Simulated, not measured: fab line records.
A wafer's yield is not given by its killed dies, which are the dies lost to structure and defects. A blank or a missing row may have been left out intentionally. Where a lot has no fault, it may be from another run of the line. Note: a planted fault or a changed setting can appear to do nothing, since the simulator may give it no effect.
fab line records    flow n5Finfet
record: lots: 11  wafers: 29  lastDay: 19
route steps=1938 shown HKMG_FIN@414 BEOL_M4@1085 PASSIVATION@1936
lots with no fault: from the same line, run without faults
startH: start of the lot's first displayed wafer, in hours after the record's first day    waitH: time in hours since the lot's previous step    " identical to the entry in the row above    L1.1+2: one row covering several wafers at once    - value missing, or start not given    * or withheld: withheld    < > ~ a bound
route shown NAME@n: NAME is a module with steps in the file, n the number in the route of the first one    usual: mean/standard deviation of fault-free wafers    same: alike in all rows    chamber/n: place in a boat    sites: each site's reading    _std_site: the values' standard deviation    _edge_site: the outer-site mean with the inner-site mean subtracted    radiusMm: for every site, how far away it sits from the centre of the wafer    mask NAME#n: copy n    behind: the tool/chamber that last shaped the wafer    hold: reason for holding the lot/hours on hold/outcome of the hold    device: transistor that didn't switch, given as n, p or np    end of line: the tests these same wafers got at the end of their route    step lacking rows: just its recipe    killed: at the first sort, the dies lost to defects and structure; wafer yield is something else    map: per-die view of a wafer (x killed, . not killed, _ where there is no die)
set.NAME: the run value of the setting; set.NAME@STEP: its run value at that earlier step    model.NAME: the simulator's own value behind a step, which no gauge read
steps of the route over a sample of lots; a table a step, a row a wafer
services: a tool's chamber out of use, with start hour (startH, from the record's first day; less than 0 if before it), hours out, and reason
== steps ==
step: N5_HKMG_FIN_RTA_80
recipe: tempC: withheld  timeS: 2  ambient: N2  idleTempC: 600  rampUpCPerS: 150  rampDownCPerS: 60  coolToC: 600
same: timeS: 2
lot.wafer   tool          chamber  startH  waitH
L661.2+3+5  rtpAnneal-01  0        71.87   0.1
L662.3+4    rtpAnneal-02  0        81.28   0.1
L663.1+5+6  rtpAnneal-01  0        95.53   0.2
L664.1+5    rtpAnneal-02  0        101.45  0.1
L666.1+2+3  rtpAnneal-02  0        109.76  0.1
L667.1+3+4  rtpAnneal-02  0        112.31  0.1
L675.1+4    rtpAnneal-01  0        160.13  0.1
L681.1+2+5  rtpAnneal-01  0        195.19  0.1
L682.1+5+6  rtpAnneal-02  0        200.87  0.1
L683.3+5+6  rtpAnneal-02  0        209.69  0.1
L684.1+4    rtpAnneal-01  0        213.86  0.1
step: N5_BEOL_M4_ANNEAL_49
recipe: tempC: 400  timeS: 240  ambient: vacuum
usual: heaterPowerW: 844/78
same: timeS: 240
lot.wafer  tool           chamber  startH  waitH  heaterPowerW
L661.2     pvdSputter-03  -        172.60  0.0    918
L661.3     "              -        "       "      742
L661.5     "              -        "       "      862
L662.3     pvdSputter-03  -        183.12  0.0    911
L662.4     "              -        "       "      862
L664.1     pvdSputter-02  -        225.34  0.0    933
L664.5     "              -        "       "      773
L663.1     pvdSputter-02  -        236.32  0.0    947
L663.5     "              -        "       "      787
L663.6     "              -        "       "      782
L667.1     pvdSputter-03  -        246.14  0.0    767
L667.3     "              -        "       "      839
L667.4     "              -        "       "      859
L666.1     pvdSputter-03  -        253.60  0.0    756
L666.2     "              -        "       "      862
L666.3     "              -        "       "      849
L675.1     pvdSputter-02  -        274.59  0.0    791
L675.4     "              -        "       "      779
L681.1     pvdSputter-01  -        323.51  0.0    859
L681.2     "              -        "       "      1085
L681.5     "              -        "       "      1064
L682.1     pvdSputter-02  -        329.12  0.0    778
L682.5     "              -        "       "      777
L682.6     "              -        "       "      922
L683.3     pvdSputter-03  -        345.70  0.0    881
L683.5     "              -        "       "      882
L683.6     "              -        "       "      749
L684.1     pvdSputter-01  -        345.91  0.0    906
L684.4     "              -        "       "      1052
step: N5_BEOL_M4_DEP_57
recipe: material: SiCN  targetThkA: 80  tempC: withheld  precursor: 3MS/NH3  pressureTorr: 3  rfW: 202  timeS: 14
usual: showerheadPlenumPTorr: 3.666/0.013  throttleValvePct: 9.2/0.57
same: timeS: 14
lot.wafer  tool      chamber  startH  waitH  showerheadPlenumPTorr  throttleValvePct
L661.2     pecvd-01  0        175.61  0.0    3.679                  9.8
L661.3     "         2        "       "      3.669                  8.7
L661.5     "         1        "       "      3.667                  9.9
L662.3     pecvd-04  0        185.99  0.0    3.649                  8.9
L662.4     "         0        "       "      3.646                  9.0
L664.1     pecvd-04  1        228.00  0.0    3.683                  9.8
L664.5     "         1        "       "      3.682                  9.8
L663.1     pecvd-01  2        238.99  0.0    3.655                  9.1
L663.5     "         2        "       "      3.664                  8.8
L663.6     "         0        "       "      3.672                  9.4
L667.1     pecvd-04  2        248.86  0.0    3.655                  8.4
L667.3     "         0        "       "      3.644                  8.8
L667.4     "         0        "       "      3.643                  8.7
L666.1     pecvd-01  0        256.68  0.0    3.685                  9.7
L666.2     "         2        "       "      3.672                  9.0
L666.3     "         1        "       "      3.659                  10.0
L675.1     pecvd-01  0        277.25  0.0    3.682                  9.9
L675.4     "         2        "       "      3.662                  8.8
L681.1     pecvd-02  2        326.25  0.0    3.676                  8.8
L681.2     "         0        "       "      3.680                  9.0
L681.5     "         1        "       "      3.671                  9.8
L682.1     pecvd-02  0        331.84  0.0    3.677                  9.4
L682.5     "         2        "       "      3.679                  8.5
L682.6     "         1        "       "      3.674                  9.6
L683.3     pecvd-02  2        348.41  0.0    3.665                  8.8
L683.5     "         1        "       "      3.667                  9.8
L683.6     "         0        "       "      3.680                  9.1
L684.1     pecvd-04  2        348.63  0.0    3.653                  8.4
L684.4     "         2        "       "      3.657                  8.4
step: N5_BEOL_M4_INSPECT_59
recipe: inspectInstrument: darkfield  mode: postDep
usual: rawDefectCount: 85/27
lot.wafer  tool              chamber  startH  waitH  rawDefectCount
L661.2     defectInspect-01  -        175.71  0.0    71
L661.3     "                 -        "       "      140
L661.5     "                 -        "       "      82
L662.3     defectInspect-01  -        186.08  0.0    71
L662.4     "                 -        "       "      104
L664.1     defectInspect-01  -        228.10  0.0    65
L664.5     "                 -        "       "      140
L663.1     defectInspect-01  -        239.08  0.0    32
L663.5     "                 -        "       "      40
L663.6     "                 -        "       "      35
L667.1     defectInspect-02  -        248.95  0.0    60
L667.3     "                 -        "       "      49
L667.4     "                 -        "       "      60
L666.1     defectInspect-02  -        256.77  0.0    89
L666.2     "                 -        "       "      88
L666.3     "                 -        "       "      101
L675.1     defectInspect-01  -        277.35  0.0    124
L675.4     "                 -        "       "      129
L681.1     defectInspect-02  -        326.35  0.0    75
L681.2     "                 -        "       "      58
L681.5     "                 -        "       "      62
L682.1     defectInspect-02  -        331.94  0.0    49
L682.5     "                 -        "       "      49
L682.6     "                 -        "       "      62
L683.3     defectInspect-02  -        348.51  0.0    93
L683.5     "                 -        "       "      84
L683.6     "                 -        "       "      67
L684.1     defectInspect-02  -        348.72  0.0    69
L684.4     "                 -        "       "      101
step: N5_BEOL_M4_RC_MEAS_101
usual: DIBL_N: 36.4/2.2  DIBL_P: 36.3/2.5  IOFF_N: 0.17/0.052  IOFF_P: 0.23/0.049  IOFF_P_85C: 3.9/0.69  IOFF_P_LIN: 0.106/0.017  IOFF_P_LONG: 0.000109/7.7e-06  ION_N: 674/17  ION_P: 464/11  SS_N: 71.7/0.98  SS_P: 73.3/0.84  VT_N: 250/4  VT_N_LVT: 99/3.8  VT_P: -249/3.8  VT_P_LONG: -274.2/2.8
lot.wafer  tool       chamber  startH  waitH  DIBL_N[mV/V]  DIBL_P[mV/V]  IOFF_N[nA/um]  IOFF_P[nA/um]  IOFF_P_85C[nA/um]  IOFF_P_LIN[nA/um]  IOFF_P_LONG[nA/um]  ION_N[uA/um]  ION_P[uA/um]  SS_N[mV/dec]  SS_P[mV/dec]  VT_N[mV]  VT_N_LVT[mV]  VT_P[mV]  VT_P_LONG[mV]
L661.2     prober-02  0        175.89  0.2    36.9          38.2          0.18           0.25           4.3                0.116              0.000109            708           483           71.2          73.4          246       96            -246      -273.7
L661.3     "          0        "       "      40.0          41.8          0.23           0.32           5.3                0.136              0.000114            704           487           72.4          75.1          245       95            -243      -275.2
L661.5     "          0        "       "      38.3          40.1          0.19           0.30           5.0                0.130              0.000116            682           472           72.0          75.2          246       96            -245      -275.1
L662.3     prober-01  0        186.41  0.3    36.5          36.3          0.15           0.22           3.8                0.105              0.000114            686           466           71.0          72.7          247       99            -249      -273.7
L662.4     "          0        "       "      34.8          33.8          0.11           0.18           3.3                0.085              9.5e-05             627           440           71.2          73.0          259       105           -257      -276.4
L664.1     prober-02  0        228.12  0.0    37.2          36.4          0.19           0.25           4.1                0.116              0.000114            657           448           73.0          74.4          248       97            -247      -275.0
L664.5     "          0        "       "      38.7          39.8          0.22           0.33           5.1                0.138              0.000119            654           455           72.3          75.3          247       96            -245      -274.7
L663.1     prober-02  0        239.10  0.0    37.6          38.8          0.21           0.33           5.3                0.144              0.000116            691           477           71.3          73.8          246       95            -242      -271.3
L663.5     "          0        "       "      36.1          35.6          0.16           0.25           4.1                0.115              0.000121            686           481           71.6          73.1          251       99            -244      -270.6
L663.6     "          0        "       "      33.2          33.2          0.12           0.21           3.6                0.103              0.000121            656           464           70.8          72.4          256       104           -247      -270.9
L667.1     prober-02  0        248.98  0.0    37.1          38.1          0.18           0.53           8.0                0.237              0.000205            691           503           71.9          73.9          250       118           -228      -254.5
L667.3     "          0        "       "      38.2          37.4          0.19           0.50           7.4                0.220              0.000191            668           486           71.9          74.5          250       119           -229      -254.5
L667.4     "          0        "       "      34.2          33.1          0.14           0.36           5.7                0.179              0.000189            666           484           71.7          73.0          250       122           -231      -255.3
L666.1     prober-01  0        256.79  0.0    32.8          31.2          0.10           0.37           5.8                0.192              0.000212            645           489           70.9          72.6          259       133           -228      -250.0
L666.2     "          0        "       "      34.2          33.4          0.12           0.47           7.1                0.230              0.000215            658           493           70.5          73.4          254       127           -225      -251.5
L666.3     "          0        "       "      34.8          33.9          0.13           0.46           7.1                0.226              0.000204            650           491           71.3          73.8          253       126           -226      -251.9
L675.1     prober-01  0        277.38  0.0    35.7          34.5          0.13           0.21           3.5                0.099              0.000106            649           452           70.9          73.4          254       103           -249      -272.9
L675.4     "          0        "       "      37.0          36.6          0.17           0.26           4.2                0.118              0.000109            680           468           71.5          73.4          246       95            -246      -271.3
L681.1     prober-01  0        326.37  0.0    33.2          33.6          0.11           0.17           3.1                0.089              0.000111            667           459           70.6          71.8          252       103           -249      -271.5
L681.2     "          0        "       "      37.1          37.4          0.18           0.23           3.9                0.110              0.000118            695           472           72.1          72.9          244       97            -244      -273.5
L681.5     "          0        "       "      35.7          35.1          0.15           0.18           3.2                0.092              0.000113            659           451           70.6          72.5          251       101           -252      -273.5
L682.1     prober-02  0        331.96  0.0    35.2          34.1          0.15           0.20           3.4                0.095              0.000111            683           464           71.3          72.3          249       101           -251      -270.4
L682.5     "          0        "       "      35.0          34.6          0.14           0.20           3.4                0.096              0.000113            675           466           71.2          72.1          251       102           -250      -268.8
L682.6     "          0        "       "      36.6          36.3          0.17           0.23           3.9                0.105              0.000114            689           470           72.5          73.7          249       101           -249      -272.8
L683.3     prober-01  0        348.84  0.3    35.3          35.1          0.15           0.21           3.7                0.101              0.000118            679           470           71.6          73.5          252       98            -248      -273.2
L683.5     "          0        "       "      37.2          37.3          0.19           0.24           4.1                0.110              0.000118            687           470           71.8          73.9          247       97            -249      -273.1
L683.6     "          0        "       "      32.0          30.7          0.11           0.16           2.9                0.082              0.000107            676           470           69.8          72.2          255       101           -253      -271.9
L684.1     prober-01  0        349.46  0.7    33.5          34.5          0.12           0.19           3.3                0.095              0.000113            652           459           71.2          72.9          255       102           -249      -274.2
L684.4     "          0        "       "      34.1          34.9          0.14           0.20           3.4                0.098              0.000104            674           470           70.4          71.8          248       99            -249      -274.7
step: N5_PASSIVATION_PROBE_49
usual: defectLimitedYield: 91.2/1.4  killed_at_M0_to_M3: 34/9.3  killed_at_M4_up: 14/5.9  killedAtContacts: 14/5.7  killedAtFrontEnd: 38/10  killedAtOther: 4/3.2  killedDies: 104/17  killedOpen: 67/13  killedShort: 33/6.9  sort_bin_4_leakage: 0/3.6  sort_bin_5_function: 5.2/1  sort_bin_6_memory: 3.3/0.61  sort_bin_8_speed: 0.3/1.8  sortNPass: 1069/52  sortYieldPct: 91/4.4
same: grossDies: 1180  killedAtBackSide: 0
lot.wafer  tool       chamber  startH  waitH  defectLimitedYield[%]  killed_at_M0_to_M3  killed_at_M4_up  killedAtContacts  killedAtFrontEnd  killedAtOther  killedDies  killedOpen  killedShort  sort_bin_4_leakage[%]  sort_bin_5_function[%]  sort_bin_6_memory[%]  sort_bin_8_speed[%]  sortNPass  sortYieldPct[%]
L667.1     prober-02  -        354.79  0.0    92.5                   20                  10               13                44                1              88          59          26           10                     4.1                     2.8                   0                    976        83
L667.3     prober-02  -        354.89  0.1    89.4                   38                  18               15                51                3              125         74          45           5                      5.9                     4.2                   0                    1001       85
L667.4     prober-02  -        354.94  0.2    91.6                   35                  9                13                35                7              99          64          28           0                      5.0                     3.2                   0                    1081       92
L666.1     prober-01  -        363.21  0.0    90.3                   44                  12               17                39                3              115         81          33           0                      5.2                     4.2                   0.1                  1064       90
L666.2     prober-01  -        363.26  0.1    90.0                   31                  11               26                50                0              118         73          39           3                      5.7                     3.9                   0                    1027       87
L666.3     prober-01  -        363.31  0.1    88.6                   31                  23               49                30                2              135         79          28           3                      7.3                     3.9                   0                    1012       86
L681.1     prober-01  -        428.67  0.0    91.2                   28                  8                21                37                10             104         63          29           0                      5.3                     3.3                   0                    1076       91
L681.2     prober-01  -        428.72  0.1    91.1                   45                  13               15                28                4              105         67          33           0                      5.6                     3.1                   0                    1075       91
L681.5     prober-01  -        428.87  0.2    92.0                   35                  12               12                32                3              94          57          31           0                      4.5                     2.8                   0                    1086       92
L683.3     prober-01  -        461.94  0.9    93.9                   23                  21               14                12                2              72          53          17           0                      3.6                     2.2                   0                    1108       94
L683.5     prober-01  -        462.04  1.0    91.7                   29                  17               18                32                2              98          67          28           0                      4.8                     3.2                   0                    1082       92
L683.6     prober-01  -        462.09  1.0    93.0                   26                  14               9                 31                3              83          56          27           0                      4.2                     2.7                   0                    1097       93
killed by level:class
L667.1 FIN_SAQP:geometricParticle:short=12 FIN_SAQP:geometricParticle:open=8 STI_FIN_REVEAL:geometricParticle:open=8 MOL_CONTACT_COAG:geometricParticle:open=7 DUMMY_GATE:geometricParticle:open=6 MOL_CONTACT_COAG:geometricParticle:short=6 BEOL_M1:geometricParticle:open=5 BEOL_M4:geometricParticle:open=5
L667.3 FIN_SAQP:geometricParticle:short=19 FIN_SAQP:geometricParticle:open=12 MOL_CONTACT_COAG:geometricParticle:open=12 BEOL_M1:geometricParticle:open=11 STI_FIN_REVEAL:geometricParticle:open=8 BEOL_M0_SAQP:geometricParticle:short=6 DUMMY_GATE:geometricParticle:open=5 BEOL_M2:geometricParticle:open=4
L667.4 MOL_CONTACT_COAG:geometricParticle:open=12 STI_FIN_REVEAL:geometricParticle:open=9 FIN_SAQP:geometricParticle:open=7 BEOL_M1:geometricParticle:open=7 FIN_SAQP:geometricParticle:short=6 BEOL_M3:geometricParticle:short=5 BEOL_M3:geometricParticle:open=4 BEOL_M0_SAQP:geometricParticle:open=3
L666.1 MOL_CONTACT_COAG:geometricParticle:open=14 BEOL_M2:geometricParticle:open=11 BEOL_M3:geometricParticle:open=10 FIN_SAQP:geometricParticle:short=7 STI_FIN_REVEAL:geometricParticle:open=7 BEOL_M0_SAQP:geometricParticle:open=7 FIN_SAQP:geometricParticle:open=5 GATE_CUT:geometricParticle:short=5
L666.2 MOL_CONTACT_COAG:geometricParticle:open=23 FIN_SAQP:geometricParticle:open=15 FIN_SAQP:geometricParticle:short=13 BEOL_M2:geometricParticle:open=7 STI_FIN_REVEAL:geometricParticle:open=5 BEOL_M0_SAQP:geometricParticle:short=5 BEOL_M0_SAQP:geometricParticle:open=4 BEOL_M3:geometricParticle:short=4
L666.3 MOL_CONTACT_COAG:areaEtch=25 MOL_CONTACT_COAG:geometricParticle:open=20 BEOL_M4:geometricParticle:open=13 FIN_SAQP:geometricParticle:open=8 FIN_SAQP:geometricParticle:short=6 BEOL_M0_SAQP:geometricParticle:short=6 BEOL_M0:geometricParticle:open=6 BEOL_M2:geometricParticle:open=6
L681.1 MOL_CONTACT_COAG:geometricParticle:open=15 BEOL_M2:geometricParticle:open=10 FIN_SAQP:geometricParticle:open=7 GATE_CUT:geometricParticle:short=7 BEOL_M3:geometricParticle:open=6 PASSIVATION:areaEtch=6 FIN_CUT:geometricParticle:short=5 MOL_CONTACT_COAG:geometricParticle:short=5
L681.2 BEOL_M2:geometricParticle:open=15 MOL_CONTACT_COAG:geometricParticle:open=11 BEOL_M3:geometricParticle:open=10 BEOL_M1:geometricParticle:open=8 FIN_SAQP:geometricParticle:short=5 BEOL_M0_SAQP:geometricParticle:short=5 STI_FIN_REVEAL:geometricParticle:open=5 BEOL_M4:geometricParticle:open=5
L681.5 FIN_SAQP:geometricParticle:open=8 MOL_CONTACT_COAG:geometricParticle:open=8 BEOL_M0_SAQP:geometricParticle:open=8 BEOL_M3:geometricParticle:open=6 BEOL_M0_SAQP:geometricParticle:short=5 STARTING-WAFER:geometricParticle:short=5 FIN_SAQP:geometricParticle:short=4 STI_FIN_REVEAL:geometricParticle:open=4
L683.3 MOL_CONTACT_COAG:geometricParticle:open=13 BEOL_M2:geometricParticle:open=10 BEOL_M4:geometricParticle:open=8 BEOL_M0_SAQP:geometricParticle:open=4 BEOL_M0_SAQP:geometricParticle:short=4 BEOL_M8:geometricParticle:open=3 BEOL_M6:geometricParticle:open=3 STI_FIN_REVEAL:geometricParticle:open=2
L683.5 MOL_CONTACT_COAG:geometricParticle:open=16 BEOL_M0_SAQP:geometricParticle:open=11 BEOL_M4:geometricParticle:open=9 BEOL_M0_SAQP:geometricParticle:short=8 STI_FIN_REVEAL:geometricParticle:open=7 STARTING-WAFER:geometricParticle:short=5 BEOL_M3:geometricParticle:open=3 BEOL_M5:geometricParticle:open=3
L683.6 BEOL_M0_SAQP:geometricParticle:open=8 BEOL_M2:geometricParticle:open=8 FIN_SAQP:geometricParticle:open=7 MOL_CONTACT_COAG:geometricParticle:open=6 BEOL_M4:geometricParticle:open=5 STI_FIN_REVEAL:geometricParticle:open=4 BEOL_M0_SAQP:geometricParticle:short=4 FIN_SAQP:geometricParticle:short=3
== services ==
tool           chamber  startH  hours  kind
pecvd-01       2        50.15   7.6    repair
pvdSputter-02  -        52.94   6.3    repair
pecvd-01       1        56.72   9.6    repair
pvdSputter-01  -        66.30   3.6    repair
pvdSputter-02  -        73.97   11.7   repair
pecvd-02       -        92.64   0.8    repair
pvdSputter-03  -        94.96   13.8   repair
pecvd-01       2        99.15   4.5    repair
pecvd-01       -        99.70   0.3    repair
pecvd-04       -        110.51  0.4    repair
rtpAnneal-02   -        120.30  3.9    pm
pecvd-04       2        123.59  16.5   scheduledDown
pecvd-04       1        151.27  2.1    scheduledDown
pvdSputter-01  -        155.00  1.1    repair
pvdSputter-01  -        161.50  48.4   repair
pecvd-02       1        190.96  5.5    scheduledDown
pecvd-02       2        196.28  4.4    repair
pecvd-02       2        202.38  -      clean
pecvd-02       2        202.38  -      consumableReplace:showerhead
pecvd-02       2        202.38  29.0   scheduledDown
pecvd-02       -        243.26  0.3    repair
pecvd-04       2        262.03  15.0   repair
pecvd-04       -        269.34  2.8    pm
pecvd-01       2        284.92  5.5    scheduledDown
== key ==
firstSign: step: N5_BEOL_M4_RC_MEAS_101  reading: IOFF_P_LONG  direction: up  sigmas: 12  usual: 0.000109  struck: 0.000202
effect: step: N5_BEOL_M4_RC_MEAS_101  reading: VT_P_LONG  direction: up  sigmas: 7.6  usual: -274.2  struck: -253.0
effect: step: N5_BEOL_M4_RC_MEAS_101  reading: VT_N_LVT  direction: up  sigmas: 6.6  usual: 99  struck: 124
effect: step: N5_BEOL_M4_RC_MEAS_101  reading: IOFF_P_LIN  direction: up  sigmas: 6.3  usual: 0.106  struck: 0.214
effect: step: N5_BEOL_M4_RC_MEAS_101  reading: VT_P  direction: up  sigmas: 5.4  usual: -249  struck: -228
effect: step: N5_BEOL_M4_RC_MEAS_101  reading: IOFF_P  direction: up  sigmas: 4.5  usual: 0.23  struck: 0.45
effect: step: N5_BEOL_M4_RC_MEAS_101  reading: IOFF_P_85C  direction: up  sigmas: 4.3  usual: 3.9  struck: 6.8
effect: step: N5_BEOL_M4_RC_MEAS_101  reading: ION_P  direction: up  sigmas: 2.5  usual: 464  struck: 491
metAt N5_HKMG_FIN_RTA_80
struckLots L666,L667
baselineLoss: step: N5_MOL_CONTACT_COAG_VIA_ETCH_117  wafers: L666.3
notActingAt N5_BEOL_M4_ANNEAL_49,N5_BEOL_M4_DEP_57,N5_BEOL_M4_INSPECT_59
onsetBetween 101.45 109.76
fault: kind: processParameterDrift  tool: rtpAnneal-02  chamber: -  onsetH: 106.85  steps: N5_HKMG_FIN_RTA_80  channel: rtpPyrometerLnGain  offset: 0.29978  shape: step  endH: 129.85
baselineLoss: these wafers lose ten dies or more at that step, a loss of the line's own and not of a fault; the sort's usual values leave them out
